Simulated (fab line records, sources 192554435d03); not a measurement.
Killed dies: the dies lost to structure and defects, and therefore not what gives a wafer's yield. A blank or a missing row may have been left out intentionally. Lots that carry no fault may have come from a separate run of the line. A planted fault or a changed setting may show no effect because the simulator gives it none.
Chamber matching    flow n5Finfet    N5_MOL_CONTACT_COAG_ETCH_89 on rieDiel-03 has 4 sister chambers
The step etches underlayer in N2/H2, target depth 13 nm, time 10.4 s. 18 wafers are shown with their chamber, then 9 later ones without.

WAFERS PAIRED WITH THEIR CHAMBERS
wafer   chamber  showerheadPlenumPTorr (Torr)  throttleValvePct (%)  oesProductAu (a.u.)
L076.2  0        2.69                          17.23                 0.74
L076.3  3        2.55                          17.70                 0.67
L076.5  1        2.60                          17.51                 0.78
L078.2  1        2.60                          17.54                 0.77
L078.5  3        2.55                          17.70                 0.66
L078.6  0        2.69                          17.25                 0.73
L080.2  2        2.59                          17.29                 0.78
L080.5  2        2.59                          17.29                 0.76
L080.6  1        2.60                          17.54                 0.77
L081.2  1        2.60                          17.54                 0.77
L081.4  3        2.55                          17.73                 0.65
L081.5  3        2.55                          17.72                 0.66
L089.2  0        2.68                          17.28                 0.70
L089.3  1        2.59                          17.56                 0.74
L089.5  0        2.68                          17.29                 0.71
L091.1  3        2.54                          17.75                 0.65
L091.2  0        2.68                          17.27                 0.71
L091.3  2        2.58                          17.33                 0.74

SIGNATURES (averages over the wafers above)
reading                chamber 0  chamber 1  chamber 2  chamber 3  scatter within a chamber
showerheadPlenumPTorr  2.6840     2.5980     2.5867     2.5480     0.00498
throttleValvePct       17.2640    17.5380    17.3033    17.7200    0.0215
oesProductAu           0.7180     0.7660     0.7600     0.6580     0.0148
Rule: a wafer lies at a distance from a chamber equal to the root of the sum of squares, over the readings, of (its reading less the chamber's mean, divided by the reading's scatter). The wafer belongs to the nearest chamber; if the next one is less than 2 further off, it can't be placed. The scatter: take each reading less its chamber's mean, square it, sum over the shown wafers, divide by the number of wafers less the number of chambers, and take the root.

WAFERS WITH NO CHAMBER GIVEN
wafer   showerheadPlenumPTorr (Torr)  throttleValvePct (%)  oesProductAu (a.u.)
L093.2  2.54                          17.76                 0.65
L093.3  2.58                          17.30                 0.72
L093.4  2.68                          17.30                 0.70
L094.1  2.68                          17.31                 0.69
L094.5  2.68                          17.29                 0.70
L094.6  2.59                          17.57                 0.75
L097.2  2.53                          17.76                 0.63
L097.4  2.58                          17.59                 0.73
L097.5  2.67                          17.33                 0.69

THE CHAMBER EACH PASSED THROUGH
wafer   from the rows above  in truth
L093.2  3                    3
L093.3  2                    2
L093.4  0                    0
L094.1  0                    0
L094.5  0                    0
L094.6  1                    1
L097.2  3                    3
L097.4  1                    1
L097.5  0                    0
Correct placement for 9 of the 9. Not placeable from these rows: 0. Wrongly placed: 0.
